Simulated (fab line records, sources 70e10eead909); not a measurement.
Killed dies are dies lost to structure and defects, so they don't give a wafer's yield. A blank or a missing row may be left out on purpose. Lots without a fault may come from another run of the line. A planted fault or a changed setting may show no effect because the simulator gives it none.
Which tool did it? | flow nand_harc | 12 lots, 36 wafers sampled, at 2 steps of a route of 1302

WHAT THE GAUGES READ, wafer by wafer
NHARC_P_BONDPAD_CD_MEAS_13.
lot  | measured     | on        | cd_nm (nm)
L075 | day 7 01:50  | cd_sem-03 | 502.0 500.3 497.1
L077 | day 7 20:23  | cd_sem-02 | 498.2 498.7 499.2
L079 | day 8 15:49  | cd_sem-02 | 500.7 499.9 498.3
L081 | day 9 20:34  | cd_sem-01 | 497.4 498.5 500.7
L083 | day 10 14:43 | cd_sem-03 | 498.6 495.0 494.6
L084 | day 11 05:58 | cd_sem-01 | 497.8 499.5 495.8
L088 | day 12 13:13 | cd_sem-02 | 502.5 500.6 498.4
L089 | day 13 01:31 | cd_sem-02 | 499.8 499.4 500.5
L091 | day 13 19:26 | cd_sem-02 | 496.8 497.3 498.1
L093 | day 14 08:20 | cd_sem-02 | 501.6 498.4 497.4
L095 | day 15 07:06 | cd_sem-01 | 499.1 497.1 497.7
L097 | day 16 05:23 | cd_sem-02 | 496.3 499.7 498.1

WHICH TOOL RAN EACH LOT (tool, then ch and the chambers of the sampled wafers, then the start)
lot  | NHARC_P_M2_PVD_21
L075 | pvd_sputter-03, day 7 01:50 or earlier
L077 | pvd_sputter-03, day 7 20:23 or earlier
L079 | pvd_sputter-02, day 8 15:49 or earlier
L081 | pvd_sputter-02, day 9 20:34 or earlier
L083 | pvd_sputter-03, day 10 14:43 or earlier
L084 | pvd_sputter-03, day 11 05:58 or earlier
L088 | pvd_sputter-02, day 12 13:13 or earlier
L089 | pvd_sputter-01, day 13 01:31 or earlier
L091 | pvd_sputter-01, day 13 19:26 or earlier
L093 | pvd_sputter-01, day 14 08:20 or earlier
L095 | pvd_sputter-02, day 15 07:06 or earlier
L097 | pvd_sputter-01, day 16 05:23 or earlier
- NHARC_P_M2_PVD_21: deposits Cu, target thk 30 nm, time 20.49 s.

THE ANSWER, worked out from the rows above alone
Rule: what is usual is taken from the lots themselves. Put in order of their means at a reading, lots are off if they are a third of the lots or fewer, leave a main group of 4 or more, and stand apart from it by a gap of 3 or more times the standard deviation of the main group's means; of several such gaps the widest counts. A main group whose means are all the same, to the digits that the tables above print for the reading, isn't used. A lot without any number at a reading at which 4 lots or more have one is off too. The other lots that the step has rows for count as sound.
No lot is off at any reading shown: from this, nothing can be told.

WHAT THE SIMULATOR HAD PUT IN
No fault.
